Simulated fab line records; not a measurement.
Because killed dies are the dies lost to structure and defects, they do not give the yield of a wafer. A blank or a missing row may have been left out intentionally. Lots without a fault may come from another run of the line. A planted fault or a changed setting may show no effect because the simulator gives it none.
Check of tool commonality -- flow nand harc -- 15 lots and 45 wafers in the sample

## THE REASON FOR OPENING IT
At NHARC_P_M0_THK_MEAS_24 the reading thk nm is flagged on 3 of 15 lots. Wafers without a fault read 117.1 nm, standard deviation 1.3.
Rule: a lot is flagged in two cases, either no wafer of it has a number, or all its wafers with numbers fall more than 4 standard deviations from that mean. All remaining lots are regarded as sound.

lot,measured,on,"thk nm (nm), wafer by wafer",flag
L528,day 6 11:52,film metro-02,117.0 116.9 117.6,
L531,day 6 16:20,film metro-01,119.4 119.1 118.4,
L529,day 6 22:47,film metro-02,117.2 118.2 117.9,
L532,day 7 04:50,film metro-01,115.6 116.6 115.8,
L533,day 7 10:36,film metro-01,118.6 117.7 117.4,
L534,day 7 15:49,film metro-02,400.3 407.2 395.7,FLAGGED
L535,day 8 01:22,film metro-01,403.9 402.9 400.6,FLAGGED
L536,day 8 06:44,film metro-02,394.7 399.8 396.3,FLAGGED
L541,day 9 08:05,film metro-02,117.7 117.5 117.7,
L540,day 9 08:41,film metro-01,117.4 118.1 114.6,
L544,day 10 01:22,film metro-02,118.9 118.6 116.1,
L543,day 10 01:55,film metro-01,115.1 116.7 115.1,
L546,day 10 17:40,film metro-01,116.4 116.1 115.4,
L549,day 11 03:11,film metro-02,117.0 118.2 115.5,
L550,day 11 19:25,film metro-01,116.9 119.0 116.9,
Flagged lots average 400.2 nm: +283.1 nm relative to the usual, that is +99 or more standard deviations.

## WHICH TOOL EACH LOT WENT THROUGH
Before the reading, the record contains 3 process steps out of a 1159-step route. Each cell gives the tool, then ch followed by the chambers the sampled wafers passed through, then the start.
lot,flag,NHARC_P_CONTACT_CMP_24,NHARC_P_M0_ETCH_15,NHARC_P_M0_CMP_23
L528,,"cmp-01 ch 0,1,2, day 6 07:59","rie diel-03 ch 1,2, day 6 11:34 or earlier","cmp-03 ch 0,1, day 6 11:34"
L531,,"cmp-01 ch 1,2,3, day 6 12:23","rie diel-13 ch 0,1,3, day 6 16:01 or earlier","cmp-02 ch 0,1,2, day 6 16:01"
L529,,"cmp-01 ch 0,1, day 6 18:50","rie diel-03 ch 1,2, day 6 22:29 or earlier","cmp-01 ch 2,3, day 6 22:29"
L532,,"cmp-03 ch 2,3, day 7 01:08","rie diel-13 ch 0,1,2, day 7 04:34 or earlier","cmp-03 ch 1,2,3, day 7 04:34"
L533,,"cmp-03 ch 1,2,3, day 7 06:46","rie diel-01 ch 1,3, day 7 10:17 or earlier","cmp-01 ch 0,1,3, day 7 10:17"
L534,FLAGGED,"cmp-04 ch 1,2, day 7 11:53","rie diel-03 ch 0,1, day 7 15:29 or earlier","cmp-02 ch 1,2, day 7 15:29"
L535,FLAGGED,"cmp-01 ch 1,3, day 7 21:37","rie diel-13 ch 0,1, day 8 01:07 or earlier","cmp-01 ch 1,2,3, day 8 01:07"
L536,FLAGGED,"cmp-01 ch 0,1,3, day 8 02:49","rie diel-01 ch 0,2,3, day 8 06:26 or earlier","cmp-02 ch 1,2,3, day 8 06:26"
L541,,"cmp-04 ch 0,2, day 9 04:17","rie diel-13 ch 1,2, day 9 07:48 or earlier","cmp-01 ch 0,2, day 9 07:48"
L540,,"cmp-04 ch 0,2,3, day 9 04:53","rie diel-01 ch 0,3, day 9 08:27 or earlier","cmp-03 ch 0,1,2, day 9 08:27"
L544,,"cmp-03 ch 1,2,3, day 9 21:32","rie diel-01 ch 0,2,3, day 10 01:03 or earlier","cmp-03 ch 0,2,3, day 10 01:03"
L543,,"cmp-01 ch 1,2,3, day 9 22:04","rie diel-01 ch 0,1,3, day 10 01:36 or earlier","cmp-01 ch 0,2,3, day 10 01:36"
L546,,"cmp-03 ch 0,1, day 10 13:37","rie diel-01 ch 1,2,3, day 10 17:21 or earlier","cmp-02 ch 0,2, day 10 17:21"
L549,,"cmp-04 ch 0,1,2, day 10 23:17","rie diel-03 ch 0,1,2, day 11 02:55 or earlier","cmp-01 ch 0,1,3, day 11 02:55"
L550,,"cmp-04 ch 0,1,3, day 11 15:40","rie diel-03 ch 0,2,3, day 11 19:10 or earlier","cmp-02 ch 0,2,3, day 11 19:10"
These steps, and what they do:
- NHARC_P_CONTACT_CMP_24: polishes, t overpolish 30 s, target thk 200 nm.
- NHARC_P_M0_ETCH_15: etches the open film in C4F8/Ar, target depth 150 nm, overetch 15 nm, time 82.5 s.
- NHARC_P_M0_CMP_23: polishes, t overpolish 20 s, target thk 117.53 nm.
- NHARC_P_M0_THK_MEAS_24: measures by xrf.

## FLAGGED AGAINST TOTAL, ONE TOOL AT A TIME (gauges that did the reading follow at the end)
step,tool,lots run,flagged,share of the flagged lots,sound lots run after its first flagged lot
NHARC_P_CONTACT_CMP_24,cmp-01,6,2,some,1 (L543)
NHARC_P_CONTACT_CMP_24,cmp-03,4,0,none,-
NHARC_P_CONTACT_CMP_24,cmp-04,5,1,some,"4 (L541,L540,L549,L550)"
NHARC_P_M0_ETCH_15,rie diel-01,6,1,some,"4 (L540,L544,L543,L546)"
NHARC_P_M0_ETCH_15,rie diel-03,5,1,some,"2 (L549,L550)"
NHARC_P_M0_ETCH_15,rie diel-13,4,1,some,1 (L541)
NHARC_P_M0_CMP_23,cmp-01,6,1,some,"3 (L541,L543,L549)"
NHARC_P_M0_CMP_23,cmp-02,5,2,some,"2 (L546,L550)"
NHARC_P_M0_CMP_23,cmp-03,4,0,none,-
NHARC_P_M0_THK_MEAS_24,film metro-01,8,1,some,"4 (L540,L543,L546,L550)"
NHARC_P_M0_THK_MEAS_24,film metro-02,7,2,some,"3 (L541,L544,L549)"
NHARC_P_M0_ETCH_15 gives no start for some lots, so the hours and the order of its lots are those of NHARC_P_M0_CMP_23.

## WHAT THE TABLE PERMITS
No row of the table ran every flagged lot.

## WHAT THE SIMULATOR HAD INSERTED
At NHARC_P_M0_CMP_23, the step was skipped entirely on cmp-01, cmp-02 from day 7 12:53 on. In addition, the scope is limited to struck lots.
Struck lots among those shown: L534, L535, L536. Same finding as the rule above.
